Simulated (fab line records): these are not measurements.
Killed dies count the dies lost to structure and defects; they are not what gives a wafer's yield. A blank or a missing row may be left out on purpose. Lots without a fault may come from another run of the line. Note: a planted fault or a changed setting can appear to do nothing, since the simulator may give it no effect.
A struck lot beside a sound one / flow nandHarc / 15 steps out of a route of 1159
Sound: the wafers L273.2, L273.3, L273.5. Wafers L272.2, L272.3, L272.4 were the ones struck. Last of all comes the cause.
At each step with rows: each side's tool, then ch and its chambers, then its first start. Under that, the readings that differ: sound wafers / struck wafers / difference of the means / sigmas: that difference in standard deviations of wafers without a fault.
alike: same words and numbers on both sides, and readings whose means sit less than 2 such deviations apart. not compared: any withheld reading, any reading some wafer has no value for, any bound like >300 that may hide the same value, and any number with overlapping values for which the record gives no deviation.
The two part at a step that has a row with sigmas, a row that says differs or no value, or rows on one side only. Numbers that don't overlap but have no deviation are shown without sigmas and don't part them. A reading that every wafer of one side lacks parts them only if that side has two wafers or more.

first, 1 step without rows for these wafers: NHARC_A_CHANNEL_HOLE_D1_SRD_29.
NHARC_A_CHANNEL_HOLE_D1_CD_MEAS_30:
  struck on cdSem-01, day 9 19:20; sound on cdSem-01, day 9 15:08
  alike: cdNm
NHARC_A_CHANNEL_HOLE_D1_XSEM_31:
  sound on xsem-01 ch 0, day 9 15:13; struck on xsem-01 ch 0, day 9 19:25
reading=tiltDeg (degrees); sound=0.14 0.14 0.14; struck=0.04 0.04 0.04; difference=-0.10; sigmas=-2
  alike: botCdNm, bowNm
NHARC_A_CHANNEL_HOLE_D1_INSPECT_40:
  struck on defectInspect-02, day 9 19:31; sound on defectInspect-01, day 9 15:20
  alike: rawDefectCount
then, 2 steps without rows for these wafers: NHARC_A_CHANNEL_FILL_D1_PRECLEAN_00 (cleans in SC1); NHARC_A_CHANNEL_FILL_D1_SRD_01.
NHARC_A_CHANNEL_FILL_D1_ALD_02: deposits SiO2, target thk 6 nm, pulse time 10 s, ald cycles 60.
  sound on aldHk-02 ch 0,2, day 9 15:35; struck on aldHk-02 ch 0,2,3, day 9 19:42
  alike: heaterPowerOuterW, heaterPowerW, precursorPulseHeightRel
NHARC_A_CHANNEL_FILL_D1_ALD_03: deposits SiNx, target thk 6 nm, pulse time 60 s, ald cycles 58.
  sound on aldSinBatch-02 ch 0; struck on aldSinBatch-01 ch 0
  alike: precursorPulseHeightRel
then, 1 step without rows for these wafers: NHARC_A_CHANNEL_FILL_D1_ALD_14 (deposits SiO2, target thk 2.5 nm, pulse time 10 s, ald cycles 25).
NHARC_A_CHANNEL_FILL_D1_ALD_15: deposits SiNx, target thk 2 nm, pulse time 60 s, ald cycles 19.
  sound on aldSinBatch-02 ch 0; struck on aldSinBatch-03 ch 0
  alike: precursorPulseHeightRel
then, 2 steps without rows for these wafers: NHARC_A_CHANNEL_FILL_D1_ALD_16 (deposits SiO2, target thk 1.5 nm, pulse time 10 s, ald cycles 15); NHARC_A_CHANNEL_FILL_D1_ANNEAL_17 (time 1800 s).
NHARC_A_CHANNEL_FILL_D1_CVD_18: deposits poly-Si, target thk 3 nm.
  sound on lpcvdPoly-01 ch 0, day 10 13:44; struck on lpcvdPoly-04 ch 0, day 10 19:38
reading=spikeTcBottomC (C); sound=573.2 572.5 575.5; struck=571.2 570.6 570.6; difference=-2.9; sigmas=-3
NHARC_A_CHANNEL_FILL_D1_ETCHBACK_19: etches the open film in HBr/Cl2, target depth 5 nm, time 1.7 s.
  sound on rieSi-01 ch 0,1,2, day 10 15:51; struck on rieSi-04 ch 0,2,3, day 10 22:02
  alike: drypumpMotorCurrentA, oesProductAu, throttleValvePct
  not compared: rfHoursCounterH
-- the record jumps here: 10 days lie between the struck wafers' starts before and after (it left off in module A_CHANNEL_FILL_D1 and takes up again in module END, whose first step shown is number 1159 of the route) --
NHARC_END_SORT_01:
  the record has rows for the struck wafers here (prober-02 ch 0, day 20 16:03) and none for the sound ones

== WHERE THEY PART ==
Last at NHARC_END_SORT_01 as far as this record goes, first at NHARC_A_CHANNEL_HOLE_D1_XSEM_31.

WHY: what the simulator had put in
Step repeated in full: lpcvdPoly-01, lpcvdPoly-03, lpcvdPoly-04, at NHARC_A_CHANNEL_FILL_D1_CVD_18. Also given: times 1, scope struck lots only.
